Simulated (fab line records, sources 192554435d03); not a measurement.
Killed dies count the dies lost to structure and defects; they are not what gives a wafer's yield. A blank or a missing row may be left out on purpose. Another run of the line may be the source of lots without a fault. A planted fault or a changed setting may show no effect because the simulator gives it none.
Code-filled problem report in 8D (eight disciplines) form / flow n5_finfet / the parts of the form that need people (team, actions taken, sign-off) are left out

== 1. THE PROBLEM ==
At N5_GATE_CUT_COAT_07, spin_speed_rpm averages 1540.5 rpm over 6 wafers from 2 lots, while fault-free wafers read 1500.1 rpm, standard deviation 1.2. That is +34 standard deviations from the usual mean.
The step: resist thk 30 nm.
Seen first at day 6 22:28 on litho_track-03, wafer L909.1. The record has a number at this step for 18 wafers belonging to 6 lots. Rule for "out", or "out of limits": more than 4 standard deviations from the usual mean. The other wafers with a number count as sound.

== 2. WHAT IT IS AND WHAT IT IS NOT ==
question=which readings at this step | is=spin_speed_rpm | is not=chill_plate_temp_C
question=which lots | is=L909, L910 | is not=L902, L916, L920, L923
question=which wafers of those lots | is=all that have a number | is not=-
question=read on which tools | is=litho_track-03 | is not=litho_track-04
question=when | is=from day 6 22:28 | is not=up to then (3 sound wafers); but 9 sound wafers of L916, L920, L923 came after

== 3. SUSPECTS, AND WHAT RULES EACH OUT ==
Counting: a tool at a process step up to the reading stays a suspect if it ran every lot that is out and no sound lot after the first of them.
- rie_diel-04 at N5_GATE_CUT_ETCH_58 (etches SiNx in CH3F/O2, target depth 17 nm, time 128.6 s): ruled out as a lasting fault. After its first lot that is out, L909 (day 6 19:22), sound lots L923 ran on it.
- pecvd-03 at N5_GATE_CUT_PECVD_57 (deposits SiNx from SiH4/NH3/N2, target thk 21 nm): ruled out as a lasting fault. After its first lot that is out, L909 (day 6 21:59), sound lots L916, L923 ran on it.
- litho_track-03 at N5_GATE_CUT_COAT_07 (resist thk 30 nm): ruled out as a lasting fault. After its first lot that is out, L909 (day 6 22:28), sound lots L923 ran on it.
Left after counting: nothing in the record.

== 4. THE CAUSE (what the simulator had put in) ==
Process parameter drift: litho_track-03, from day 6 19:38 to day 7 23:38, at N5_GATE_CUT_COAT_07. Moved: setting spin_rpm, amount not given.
Counting ruled it out, wrongly.

== 5. THE EFFECT CHAIN, in route order ==
One row per reading whose mean, taken over the struck wafers that have a number, lies over 3 standard deviations from the usual. Scope: only readings with a usual standard deviation given in the record; hours: median across lots of the time from each lot's start at the first step in this table that gives one to its start at this step; sigmas: change in usual standard deviations.
hours=0; step=N5_GATE_CUT_COAT_07; reading=spin_speed_rpm; usual=1500.1 rpm; on struck wafers=1540.5; change=+40.4; sigmas=+34
The process steps in it:
- N5_GATE_CUT_COAT_07: resist thk 30 nm.
At these later measuring or inspecting steps, every struck wafer for which the step has a row has a number for every such reading, and none has moved that far: N5_GATE_CUT_CD_MEAS_13, N5_GATE_CUT_OVL_MEAS_14, N5_GATE_CUT_INSPECT_15, N5_BEOL_M4_RC_MEAS_101.

== 6. WHAT WOULD HAVE CAUGHT IT SOONER ==
The fault began at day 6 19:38; the first out-of-limits reading in this record came at day 6 22:28, 3 hours later.
